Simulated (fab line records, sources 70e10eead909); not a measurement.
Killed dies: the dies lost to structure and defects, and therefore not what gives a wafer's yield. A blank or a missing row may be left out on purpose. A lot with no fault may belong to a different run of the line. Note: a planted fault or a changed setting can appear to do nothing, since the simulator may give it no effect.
Chamber matching || flow nandHarc || cmp-02 running NHARC_P_CONTACT_CMP_01: 4 sister chambers
The step polishes SiO2, target thk 200 nm. 4 wafers are shown with their chamber, then 11 later ones without.

## WAFERS, EACH WITH ITS CHAMBER
{"wafer": "L087.2", "chamber": 2, "motorCurrentA (A)": 12.3}
{"wafer": "L089.3", "chamber": 0, "motorCurrentA (A)": 10.7}
{"wafer": "L089.6", "chamber": 3, "motorCurrentA (A)": 12.3}
{"wafer": "L091.3", "chamber": 1, "motorCurrentA (A)": 10.9}

## WAFERS WITH NO CHAMBER GIVEN
{"wafer": "L091.5", "motorCurrentA (A)": 12.1}
{"wafer": "L091.6", "motorCurrentA (A)": 12.6}
{"wafer": "L093.1", "motorCurrentA (A)": 10.0}
{"wafer": "L093.2", "motorCurrentA (A)": 11.2}
{"wafer": "L093.6", "motorCurrentA (A)": 12.4}
{"wafer": "L095.2", "motorCurrentA (A)": 12.8}
{"wafer": "L095.3", "motorCurrentA (A)": 10.9}
{"wafer": "L095.4", "motorCurrentA (A)": 13.3}
{"wafer": "L097.1", "motorCurrentA (A)": 11.0}
{"wafer": "L097.5", "motorCurrentA (A)": 10.4}
{"wafer": "L097.6", "motorCurrentA (A)": 11.1}

## WHICH CHAMBER EACH WENT THROUGH
{"wafer": "L091.5", "from the rows above": "can't be placed: 2 or 3", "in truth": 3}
{"wafer": "L091.6", "from the rows above": "can't be placed: 2 or 3", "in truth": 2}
{"wafer": "L093.1", "from the rows above": "can't be placed: 0 or 1", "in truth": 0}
{"wafer": "L093.2", "from the rows above": "can't be placed: 1 or 0 or 2 or 3", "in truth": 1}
{"wafer": "L093.6", "from the rows above": "can't be placed: 2 or 3", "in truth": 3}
{"wafer": "L095.2", "from the rows above": "can't be placed: 2 or 3", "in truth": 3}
{"wafer": "L095.3", "from the rows above": "can't be placed: 1 or 0", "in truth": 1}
{"wafer": "L095.4", "from the rows above": "can't be placed: 2 or 3", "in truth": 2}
{"wafer": "L097.1", "from the rows above": "can't be placed: 1 or 0", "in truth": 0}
{"wafer": "L097.5", "from the rows above": "can't be placed: 0 or 1", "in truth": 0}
{"wafer": "L097.6", "from the rows above": "can't be placed: 1 or 0", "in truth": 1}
Placed correctly: 0 of 11. Cannot be placed on the basis of these rows: 11; the candidates contain the true chamber in 11. Number placed wrongly: 0.
How it was worked out, from the rows above alone: a wafer's distance from a chamber is the root of the sum, over the readings, of the square of ((its reading less the chamber's mean) divided by the reading's scatter). The wafer belongs to the nearest chamber; if the next one is less than 2 further off, it can't be placed. A chamber's mean is the mean of its shown wafers. The scatter: root of mean squared gap, hidden wafer to nearest shown wafer, with one shown wafer a chamber.
